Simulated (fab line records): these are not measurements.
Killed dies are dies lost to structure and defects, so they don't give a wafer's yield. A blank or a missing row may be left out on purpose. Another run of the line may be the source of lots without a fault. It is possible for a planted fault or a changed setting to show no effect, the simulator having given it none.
Comparing a struck lot with a sound one | flow n5Finfet | 16 out of 1938 route steps
Sound: wafers L954.3, L954.4, L954.5. Struck: wafer L966.1 (left out: L966.5, a lot-mate that was not struck); the cause follows at the end.
Per side, at each step with rows, come the tool, then ch with its chambers, and then its first start. Under that, the readings that differ: sound wafers | struck wafers | difference of the means | sigmas: that difference in standard deviations of wafers without a fault.
alike: same words and numbers on both sides, and readings whose means sit less than 2 such deviations apart. not compared: any withheld reading, any reading some wafer has no value for, any bound like >300 that may hide the same value, and any number with overlapping values for which the record gives no deviation.
The two part at a step that has a row with sigmas, a row that says differs or no value, or rows on one side only. Numbers that have no deviation but don't overlap get no sigmas and don't part them. Lack of a reading on every wafer of one side parts them only where that side has two or more wafers.

first, 1 step without rows for these wafers: N5_BEOL_M1_DEVELOP_27 (develop time 30 s).
N5_BEOL_M1_CD_MEAS_28: target cd y 23.3 nm.
  sound on cdSem-02 ch 0, day 7 01:46; struck on cdSem-01 ch 0, day 10 15:23
  alike: cdNm
N5_BEOL_M1_OVL_MEAS_29:
  sound on overlay-01 ch 0, day 7 01:49; struck on overlay-01 ch 0, day 10 15:25
  alike: V0_OVL
N5_BEOL_M1_INSPECT_30: inspects for defects (brightfield).
  sound on defectInspect-01 at day 7 01:52; struck on defectInspect-02 at day 10 15:28
  alike: rawDefectCount
N5_BEOL_M1_DESCUM_33: chemistry O2, time 7 s.
  sound on rieDiel-02 ch 0,1,3, day 7 01:53; struck on rieDiel-02 ch 3, day 10 15:30
  alike: drypumpMotorCurrentA, oesProductAu, rfFwdPowerW, rfVppV, showerheadPlenumPTorr, throttleValvePct
  not compared: rfHoursCounterH
N5_BEOL_M1_ETCH_77: etches underlayer in N2/H2, target depth 6.5 nm, time 5.2 s.
  sound on rieDiel-02 ch 0,1,3, day 7 01:56; struck on rieDiel-02 ch 3, day 10 15:32
reading         | sound             | struck | difference | sigmas
rfFwdPowerW (W) | 822.0 821.5 822.5 | 815.9  | -6.1       | -2
  alike: drypumpMotorCurrentA, etchRfOnTimeS, oesProductAu, rfVppV, showerheadPlenumPTorr, throttleValvePct
  not compared: rfHoursCounterH
N5_BEOL_M1_ETCH_69: etches SiARC in CF4, target depth 15.6 nm, time 26 s.
  sound on rieDiel-02 ch 0,1,3, day 7 01:57; struck on rieDiel-02 ch 3, day 10 15:34
  alike: cf4FlowSccm, drypumpMotorCurrentA, etchRfOnTimeS, oesProductAu, rfFwdPowerW, rfVppV, showerheadPlenumPTorr, throttleValvePct
  not compared: rfHoursCounterH
N5_BEOL_M1_ALD_98: deposits SiO2, target thk 2.5 nm, pulse time 1 s, co reactant pulse time 1 s.
  sound on aldSin-04 ch 0,1,2, day 7 02:16; struck on aldSin-02 ch 1, day 10 15:38
  alike: heaterPowerW, precursorPulseHeightRel, susceptorTempC
N5_BEOL_M1_ETCHBACK_99: etches SiO2 in CHF3, target depth 5 nm, time 10.4 s.
  sound on rieDiel-01 ch 1,2,3, day 7 03:38; struck on rieDiel-01 ch 0, day 11 04:07
  alike: drypumpMotorCurrentA, oesProductAu, rfFwdPowerW, rfVppV, showerheadPlenumPTorr, throttleValvePct
  not compared: rfHoursCounterH
then, 3 steps without rows for these wafers: N5_BEOL_M1_ETCH_70 (etches SOC in N2/H2, target depth 80 nm, overetch 16 nm, time 120 s); N5_BEOL_M1_STRIP_71 (strips in N2/H2); N5_BEOL_M1_STRIP_78 (strips in N2/H2).
N5_BEOL_M1_VIA_ETCH_34: etches the open film in C4F6/O2, target depth 67.8 nm, time 64.4 s.
  sound on rieDiel-01 ch 1,2,3, day 7 03:46; struck on rieDiel-01 ch 0, day 11 04:14
reading                                 | sound             | struck | difference | sigmas
runLengthS (s)                          | 88.0 88.1 87.6    | 112.2  | +24.3      | +54
model.etch.depthNm (nm)                 | 67.78 65.94 66.33 | 93.31  | +26.63     | 
model.SOC_of_BEOL_M1_COAT_67.thkNm (nm) | 52.2 52.8 52.8    | 49.4   | -3.2       | 
model.BEOL_M1.cdNm (nm)                 | 18.2 18.2 18.2    | 18.6   | +0.4       | 
  alike: drypumpMotorCurrentA, oesProductAu, rfFwdPowerW, rfVppV, showerheadPlenumPTorr, throttleValvePct
  not compared: rfHoursCounterH
then, 1 step without rows for these wafers: N5_BEOL_M1_STRIP_83 (strips in C4F6/O2).
-- record jumps: 4 days separate the struck wafers' starts on either side; left off in module BEOL_M1, taken up again in module BEOL_M4, whose first shown step is the route's number 1111 --
N5_BEOL_M4_RC_MEAS_101:
  sound on prober-01 ch 0, day 10 01:11; struck on prober-01 ch 0, day 14 17:10
reading       | sound          | struck | difference | sigmas
SS_P (mV/dec) | 74.3 73.3 73.9 | 72.7   | -1.1       | -2
  alike: DIBL_N, DIBL_P, IOFF_N, IOFF_P, ION_N, ION_P, SS_N, VT_N, VT_P
-- the record jumps here: 5 days lie between the struck wafers' starts before and after (it left off in module BEOL_M4 and takes up again in module PASSIVATION, whose first step shown is number 1936 of the route) --
N5_PASSIVATION_PROBE_49:
  the record has rows for the struck wafers here (prober-01, day 19 19:10) and none for the sound ones

WHERE THEY PART
Last at N5_PASSIVATION_PROBE_49 as far as this record goes, first at N5_BEOL_M1_ETCH_77.

WHY: what the simulator had put in
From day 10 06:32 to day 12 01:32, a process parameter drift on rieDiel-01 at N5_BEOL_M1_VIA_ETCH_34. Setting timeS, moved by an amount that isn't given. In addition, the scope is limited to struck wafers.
